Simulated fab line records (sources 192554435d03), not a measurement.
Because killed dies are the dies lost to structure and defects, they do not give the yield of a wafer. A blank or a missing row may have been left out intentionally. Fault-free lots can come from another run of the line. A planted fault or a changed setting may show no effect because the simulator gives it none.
Matching of chambers :: flow n5_finfet :: rie_diel-04 running N5_BEOL_M3_ETCH_63: 4 sister chambers
The step etches SiARC in CF4, target depth 15.6 nm, time 26 s. 14 wafers are shown with their chamber, then 7 later ones without.

## WAFERS PAIRED WITH THEIR CHAMBERS
wafer: L074.1
chamber: 2
drypump_motor_current_A (A): 4.7
showerhead_plenum_p_Torr (Torr): 2.01
throttle_valve_pct (%): 15.44

wafer: L074.5
chamber: 1
drypump_motor_current_A (A): 5.7
showerhead_plenum_p_Torr (Torr): 2.15
throttle_valve_pct (%): 15.65

wafer: L074.6
chamber: 2
drypump_motor_current_A (A): 4.7
showerhead_plenum_p_Torr (Torr): 2.01
throttle_valve_pct (%): 15.43

wafer: L075.2
chamber: 1
drypump_motor_current_A (A): 5.7
showerhead_plenum_p_Torr (Torr): 2.15
throttle_valve_pct (%): 15.66

wafer: L075.5
chamber: 2
drypump_motor_current_A (A): 4.8
showerhead_plenum_p_Torr (Torr): 2.01
throttle_valve_pct (%): 15.46

wafer: L075.6
chamber: 3
drypump_motor_current_A (A): 6.4
showerhead_plenum_p_Torr (Torr): 2.13
throttle_valve_pct (%): 15.73

wafer: L079.1
chamber: 0
drypump_motor_current_A (A): 5.3
showerhead_plenum_p_Torr (Torr): 2.18
throttle_valve_pct (%): 15.55

wafer: L079.3
chamber: 3
drypump_motor_current_A (A): 6.4
showerhead_plenum_p_Torr (Torr): 2.13
throttle_valve_pct (%): 15.72

wafer: L079.4
chamber: 1
drypump_motor_current_A (A): 5.6
showerhead_plenum_p_Torr (Torr): 2.15
throttle_valve_pct (%): 15.65

wafer: L082.2
chamber: 1
drypump_motor_current_A (A): 5.6
showerhead_plenum_p_Torr (Torr): 2.14
throttle_valve_pct (%): 15.68

wafer: L082.3
chamber: 0
drypump_motor_current_A (A): 5.3
showerhead_plenum_p_Torr (Torr): 2.18
throttle_valve_pct (%): 15.56

wafer: L082.6
chamber: 3
drypump_motor_current_A (A): 6.4
showerhead_plenum_p_Torr (Torr): 2.13
throttle_valve_pct (%): 15.75

wafer: L089.2
chamber: 0
drypump_motor_current_A (A): 5.3
showerhead_plenum_p_Torr (Torr): 2.17
throttle_valve_pct (%): 15.59

wafer: L089.3
chamber: 3
drypump_motor_current_A (A): 6.4
showerhead_plenum_p_Torr (Torr): 2.12
throttle_valve_pct (%): 15.76

SIGNATURES (means of the wafers above)
reading: drypump_motor_current_A
chamber 0: 5.300
chamber 1: 5.650
chamber 2: 4.733
chamber 3: 6.400
scatter within a chamber: 0.0408

reading: showerhead_plenum_p_Torr
chamber 0: 2.1767
chamber 1: 2.1475
chamber 2: 2.0100
chamber 3: 2.1275
scatter within a chamber: 0.00465

reading: throttle_valve_pct
chamber 0: 15.5667
chamber 1: 15.6600
chamber 2: 15.4433
chamber 3: 15.7400
scatter within a chamber: 0.0171
Rule: a wafer's distance from a chamber is the root of the sum, over the readings, of the square of ((its reading less the chamber's mean) divided by the reading's scatter). If the next closest chamber is less than 2 further off than the closest, the wafer can't be placed; otherwise it belongs to the closest. The scatter: take each reading less its chamber's mean, square it, sum over the shown wafers, divide by the number of wafers less the number of chambers, and take the root.

## WAFERS MISSING THEIR CHAMBER
wafer: L089.6
drypump_motor_current_A (A): 4.7
showerhead_plenum_p_Torr (Torr): 2.00
throttle_valve_pct (%): 15.52

wafer: L094.2
drypump_motor_current_A (A): 6.4
showerhead_plenum_p_Torr (Torr): 2.12
throttle_valve_pct (%): 15.79

wafer: L094.3
drypump_motor_current_A (A): 5.3
showerhead_plenum_p_Torr (Torr): 2.17
throttle_valve_pct (%): 15.60

wafer: L094.5
drypump_motor_current_A (A): 4.8
showerhead_plenum_p_Torr (Torr): 2.00
throttle_valve_pct (%): 15.53

wafer: L096.1
drypump_motor_current_A (A): 5.2
showerhead_plenum_p_Torr (Torr): 2.17
throttle_valve_pct (%): 15.63

wafer: L096.3
drypump_motor_current_A (A): 5.6
showerhead_plenum_p_Torr (Torr): 2.13
throttle_valve_pct (%): 15.75

wafer: L096.5
drypump_motor_current_A (A): 5.6
showerhead_plenum_p_Torr (Torr): 2.13
throttle_valve_pct (%): 15.74

## CHAMBER TAKEN BY EACH
wafer: L089.6
from the rows above: 2
in truth: 2

wafer: L094.2
from the rows above: 3
in truth: 3

wafer: L094.3
from the rows above: 0
in truth: 0

wafer: L094.5
from the rows above: 2
in truth: 2

wafer: L096.1
from the rows above: 0
in truth: 0

wafer: L096.3
from the rows above: 1
in truth: 1

wafer: L096.5
from the rows above: 1
in truth: 1
Correctly placed: 7 of 7. Can't be placed from these rows: 0. Wrongly placed: 0.
